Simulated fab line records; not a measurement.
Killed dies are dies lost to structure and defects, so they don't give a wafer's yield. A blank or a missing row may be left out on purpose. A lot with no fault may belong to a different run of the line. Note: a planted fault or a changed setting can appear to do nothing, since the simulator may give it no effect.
Matching of chambers :: flow n5Finfet :: N5_GATE_CUT_CMP_61 on cmp-01 has 4 sister chambers
The step polishes, stops on SiNx, t overpolish 3 s. 4 wafers are shown with their chamber, then 7 later ones without.

WAFERS WITH THEIR CHAMBER
wafer: L074.4
chamber: 1
slurryFilterDpKPa (kPa): 13.86

wafer: L079.6
chamber: 2
slurryFilterDpKPa (kPa): 13.42

wafer: L084.1
chamber: 3
slurryFilterDpKPa (kPa): 13.18

wafer: L084.3
chamber: 0
slurryFilterDpKPa (kPa): 13.35

WAFERS WHOSE CHAMBER IS MISSING
wafer: L084.4
slurryFilterDpKPa (kPa): 13.85

wafer: L086.2
slurryFilterDpKPa (kPa): 13.50

wafer: L086.4
slurryFilterDpKPa (kPa): 13.59

wafer: L086.5
slurryFilterDpKPa (kPa): 13.24

wafer: L097.1
slurryFilterDpKPa (kPa): 13.58

wafer: L097.5
slurryFilterDpKPa (kPa): 13.28

wafer: L097.6
slurryFilterDpKPa (kPa): 13.22

CHAMBER TAKEN BY EACH
wafer: L084.4
from the rows above: 1
in truth: 1

wafer: L086.2
from the rows above: can't be placed: 2 or 0
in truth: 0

wafer: L086.4
from the rows above: can't be placed: 2 or 0 or 1
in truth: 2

wafer: L086.5
from the rows above: can't be placed: 3 or 0 or 2
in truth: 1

wafer: L097.1
from the rows above: can't be placed: 2 or 0 or 1
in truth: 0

wafer: L097.5
from the rows above: can't be placed: 0 or 3 or 2
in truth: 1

wafer: L097.6
from the rows above: can't be placed: 3 or 0 or 2
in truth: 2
1 of 7 placed correctly. These rows do not allow placing 6 (true chamber among the candidates in 4). Placed wrongly: 0.
How it was worked out, from the rows above alone: a wafer's distance from a chamber is the root of the sum, over the readings, of the square of ((its reading less the chamber's mean) divided by the reading's scatter). If the next closest chamber is less than 2 further off than the closest, the wafer can't be placed; otherwise it belongs to the closest. Each chamber's mean is taken over the wafers shown for it. The scatter: root of mean squared gap, hidden wafer to nearest shown wafer, with one shown wafer a chamber.
